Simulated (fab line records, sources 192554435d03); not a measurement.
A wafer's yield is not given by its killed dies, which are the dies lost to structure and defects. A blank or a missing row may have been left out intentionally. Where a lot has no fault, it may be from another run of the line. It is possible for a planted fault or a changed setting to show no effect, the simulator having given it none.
Which of the tools did it?    flow n5Finfet    24 lots with 72 wafers sampled at 3 steps, on a route of 1938 steps

## WHAT THE GAUGES READ, wafer by wafer
N5_BEOL_M1_CD_MEAS_28: target cd y 23.3 nm. Usual: cdNm reads 24.01 nm (standard deviation 0.2).
lot   measured      on        cdNm (nm)          flag
L074  day 6 11:40   cdSem-02  23.94 23.69 24.01  
L075  day 6 17:23   cdSem-01  24.15 24.29 24.44  
L076  day 6 17:44   cdSem-01  23.99 24.16 24.15  
L078  day 7 05:36   cdSem-02  24.14 23.91 24.37  
L077  day 7 14:33   cdSem-02  24.06 24.06 24.09  
L079  day 7 15:17   cdSem-02  23.84 24.00 23.84  
L080  day 7 20:01   cdSem-02  24.09 24.01 23.65  
L081  day 7 23:46   cdSem-02  23.46 23.96 23.84  
L082  day 8 05:16   cdSem-02  24.36 24.25 24.13  
L083  day 8 09:43   cdSem-01  24.12 23.53 23.84  
L084  day 8 20:10   cdSem-02  24.18 24.26 24.11  
L085  day 9 01:50   cdSem-01  24.05 24.03 23.95  
L087  day 9 04:26   cdSem-01  23.94 24.03 23.92  
L086  day 9 11:31   cdSem-02  23.56 23.75 24.10  
L088  day 9 18:02   cdSem-01  23.76 23.81 23.72  
L089  day 9 21:01   cdSem-02  24.04 23.93 24.32  
L090  day 10 05:02  cdSem-01  24.12 24.32 24.11  
L091  day 10 08:11  cdSem-02  23.94 23.97 23.98  
L092  day 10 16:01  cdSem-01  24.37 23.93 23.96  
L093  day 10 19:40  cdSem-02  23.89 23.65 23.98  
L095  day 11 09:00  cdSem-02  24.05 23.54 24.31  
L094  day 11 11:49  cdSem-01  24.12 23.89 23.97  
L096  day 11 17:38  cdSem-02  24.08 24.00 23.92  
L097  day 12 01:50  cdSem-01  24.06 23.84 24.04  

N5_BEOL_M1_OVL_MEAS_29. Usual: V0_OVL typically reads 0.2 nm, with standard deviation 0.62.
lot   measured      on          V0_OVL (nm)     flag
L074  day 6 11:41   overlay-02  0.4 0.9 1.2     
L075  day 6 17:25   overlay-02  -0.1 0.2 1.0    
L076  day 6 17:46   overlay-01  -0.3 -0.5 -0.1  
L078  day 7 05:38   overlay-01  0.3 0.3 -0.2    
L077  day 7 14:35   overlay-02  0.0 0.6 -0.3    
L079  day 7 15:19   overlay-01  -0.2 0.2 -0.4   
L080  day 7 20:02   overlay-02  0.0 -0.3 0.4    
L081  day 7 23:48   overlay-02  2.0 0.4 2.1     
L082  day 8 05:19   overlay-01  0.5 0.2 0.5     
L083  day 8 09:45   overlay-02  1.3 1.6 0.8     
L084  day 8 20:11   overlay-02  -0.1 -1.3 -0.4  
L085  day 9 01:52   overlay-01  0.1 0.0 0.0     
L087  day 9 04:28   overlay-01  0.5 0.3 0.6     
L086  day 9 11:33   overlay-01  0.7 -0.4 0.4    
L088  day 9 18:04   overlay-02  -1.0 0.0 -0.4   
L089  day 9 21:03   overlay-01  -0.7 -0.9 -0.9  
L090  day 10 05:04  overlay-02  1.0 0.5 0.6     
L091  day 10 08:13  overlay-01  0.3 0.3 0.1     
L092  day 10 16:02  overlay-01  1.1 0.1 1.1     
L093  day 10 19:41  overlay-01  1.3 0.1 0.5     
L095  day 11 09:02  overlay-02  -0.2 0.7 0.3    
L094  day 11 11:51  overlay-02  0.1 -0.6 0.2    
L096  day 11 17:40  overlay-02  1.3 0.2 1.0     
L097  day 12 01:53  overlay-01  0.1 -0.7 0.6    

## TOOL THAT RAN EACH LOT (tool first, then ch and the chambers of the sampled wafers, then the start)
lot   N5_BEOL_M1_STRIP_66
L074  rieDiel-02 ch 0,1, day 6 11:07
L075  rieDiel-02 ch 0,3, day 6 16:41
L076  rieDiel-02 ch 0,1, day 6 17:02
L078  rieDiel-02 ch 0,2,3, day 7 05:04
L077  rieDiel-02 ch 0,1,2, day 7 13:56
L079  rieDiel-02 ch 1,2,3, day 7 14:44
L080  rieDiel-05 ch 1,2,3, day 7 19:20
L081  rieDiel-04 ch 1,2, day 7 23:06
L082  rieDiel-05 ch 0,2,3, day 8 04:43
L083  rieDiel-04 ch 0,2, day 8 09:04
L084  rieDiel-04 ch 1,2,3, day 8 19:35
L085  rieDiel-02 ch 2,3, day 9 01:17
L087  rieDiel-04 ch 0,3, day 9 03:53
L086  rieDiel-04 ch 0,2,3, day 9 10:59
L088  rieDiel-04 ch 0,2,3, day 9 17:23
L089  rieDiel-05 ch 0,1,3, day 9 20:29
L090  rieDiel-05 ch 0,1,3, day 10 04:29
L091  rieDiel-05 ch 0,1,3, day 10 07:32
L092  rieDiel-02 ch 0,3, day 10 15:28
L093  rieDiel-02 ch 0,1,3, day 10 18:59
L095  rieDiel-05 ch 0,3, day 11 08:28
L094  rieDiel-05 ch 2,3, day 11 11:13
L096  rieDiel-05 ch 0,2, day 11 17:06
L097  rieDiel-02 ch 0,1,3, day 12 01:10
- N5_BEOL_M1_STRIP_66: strips in CF4.

## AS READ BY THE TOOLS THEMSELVES (means over the sampled wafers that have a number; for cases with no such wafer, the mark the record gives instead)
N5_BEOL_M1_STRIP_66. Usual: biasPowerW is 75.01 W with standard deviation 0.22, drypumpMotorCurrentA is 5.7 A with standard deviation 0.53, oesProductAu is 0.73 a.u. with standard deviation 0.064, rfFwdPowerW is 292.4 W with standard deviation 0.83, rfVppV is 270.9 V with standard deviation 1.3, showerheadPlenumPTorr is 1.78 Torr with standard deviation 0.047, and throttleValvePct is 13.78 % with standard deviation 0.27.
lot   tool        biasPowerW (W)  drypumpMotorCurrentA (A)  oesProductAu (a.u.)  rfFwdPowerW (W)  rfVppV (V)  showerheadPlenumPTorr (Torr)  throttleValvePct (%)  flag
L074  rieDiel-02  75.15           6.0                       0.70                 292.5            269.9       1.76                          13.89                 
L075  rieDiel-02  74.98           5.6                       0.72                 292.4            271.0       1.78                          13.92                 
L076  rieDiel-02  74.73           5.9                       0.70                 293.0            269.9       1.73                          13.81                 
L078  rieDiel-02  74.89           5.5                       0.73                 291.9            271.5       1.79                          13.73                 
L077  rieDiel-02  75.04           5.8                       0.81                 293.1            273.0       1.83                          13.52                 
L079  rieDiel-02  75.07           5.4                       0.82                 292.7            271.8       1.84                          13.45                 
L080  rieDiel-05  75.26           5.9                       0.70                 293.2            270.1       1.78                          13.89                 
L081  rieDiel-04  74.83           5.9                       0.76                 292.3            271.0       1.82                          13.70                 
L082  rieDiel-05  75.13           5.5                       0.70                 292.6            270.9       1.78                          13.85                 
L083  rieDiel-04  75.23           5.7                       0.74                 292.9            270.9       1.84                          13.73                 
L084  rieDiel-04  75.02           5.9                       0.73                 292.8            269.7       1.77                          13.83                 
L085  rieDiel-02  75.15           5.0                       0.73                 293.2            271.8       1.79                          13.70                 
L087  rieDiel-04  74.98           5.8                       0.69                 292.2            269.8       1.73                          13.95                 
L086  rieDiel-04  75.22           5.7                       0.71                 292.3            271.8       1.78                          13.85                 
L088  rieDiel-04  74.85           5.8                       0.71                 292.3            271.3       1.78                          13.85                 
L089  rieDiel-05  75.05           5.9                       0.69                 292.0            270.1       1.78                          13.97                 
L090  rieDiel-05  74.84           5.9                       0.69                 292.1            270.5       1.77                          13.97                 
L091  rieDiel-05  74.95           5.9                       0.69                 292.8            271.2       1.77                          13.97                 
L092  rieDiel-02  74.90           5.1                       0.71                 291.4            270.8       1.78                          13.92                 
L093  rieDiel-02  75.11           5.5                       0.77                 292.0            272.1       1.82                          13.70                 
L095  rieDiel-05  75.22           5.5                       0.69                 292.5            271.5       1.77                          14.04                 
L094  rieDiel-05  74.86           5.6                       0.77                 292.9            270.4       1.77                          13.81                 
L096  rieDiel-05  74.93           5.4                       0.76                 291.7            271.0       1.77                          13.63                 
L097  rieDiel-02  74.97           5.5                       0.76                 292.8            270.9       1.82                          13.72                 

## THE ANSWER, worked out from the rows above alone
Rule: a lot counts as off when the mean over its wafers that have a number is more than 3 standard deviations away from the usual mean. Also off: a lot with no number at a reading for which 4 or more lots have one. The other lots that the step has rows for count as sound. Order of review: gauges by route order, followed by the tools' own readings, for which a lot's mean as printed above is used. The first step at which some lot is off is used, and at that step the reading that is off furthest; a lot without a number counts as furthest.
No lot is off on any of the readings shown, so nothing can be concluded from this.

## WHAT THE SIMULATOR HAD PUT IN
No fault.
